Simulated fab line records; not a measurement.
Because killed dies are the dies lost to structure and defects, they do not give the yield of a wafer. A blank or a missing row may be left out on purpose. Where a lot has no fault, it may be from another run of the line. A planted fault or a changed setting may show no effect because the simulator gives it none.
Which tool is to blame? || flow n5Finfet || at 1 step of a route of 1938, 9 lots with 27 wafers sampled

== WHAT THE GAUGES SHOWED, per wafer ==
N5_BEOL_M7_INSPECT_13: inspects for defects (brightfield).
{"lot": "L404", "measured": "day 10 20:51", "on": "defectInspect-01", "rawDefectCount": "409 465 331"}
{"lot": "L406", "measured": "day 11 07:09", "on": "defectInspect-01", "rawDefectCount": "345 359 292"}
{"lot": "L410", "measured": "day 11 08:06", "on": "defectInspect-02", "rawDefectCount": "555 420 427"}
{"lot": "L408", "measured": "day 12 02:41", "on": "defectInspect-02", "rawDefectCount": "552 570 409"}
{"lot": "L416", "measured": "day 14 22:13", "on": "defectInspect-01", "rawDefectCount": "334 264 392"}
{"lot": "L417", "measured": "day 15 04:47", "on": "defectInspect-02", "rawDefectCount": "388 474 533"}
{"lot": "L422", "measured": "day 15 22:56", "on": "defectInspect-02", "rawDefectCount": "230 325 355"}
{"lot": "L419", "measured": "day 16 09:56", "on": "defectInspect-01", "rawDefectCount": "283 244 285"}
{"lot": "L424", "measured": "day 17 04:04", "on": "defectInspect-01", "rawDefectCount": "356 348 440"}

== TOOL THAT RAN EACH LOT (tool first, then ch and the chambers of the sampled wafers, then the start) ==
The record shows no process step preceding these readings.

== WHAT THE TOOLS THEMSELVES READ (means of the sampled wafers that have a number; where no wafer has one, the mark that the record gives instead) ==
The record holds no such reading with a usual standard deviation.

== THE ANSWER, worked out from the rows above alone ==
Rule: what is usual is taken from the lots themselves. Put in order of their means at a reading, lots are off if they are a third of the lots or fewer, leave a main group of 4 or more, and stand apart from it by a gap of 3 or more times the standard deviation of the main group's means; of several such gaps the widest counts. A main group whose means are all the same, to the digits that the tables above print for the reading, isn't used. Also off: a lot with no number at a reading for which 4 or more lots have one. The other lots that the step has rows for count as sound. First the gauges in route order, then the tools' own readings, where a lot's mean is used as printed above. The first step at which some lot is off is used, and at that step the reading that is off furthest; a lot without a number counts as furthest.
Across all readings shown, no lot is off: no conclusion can be drawn from this.

== WHAT THE SIMULATOR PUT IN ==
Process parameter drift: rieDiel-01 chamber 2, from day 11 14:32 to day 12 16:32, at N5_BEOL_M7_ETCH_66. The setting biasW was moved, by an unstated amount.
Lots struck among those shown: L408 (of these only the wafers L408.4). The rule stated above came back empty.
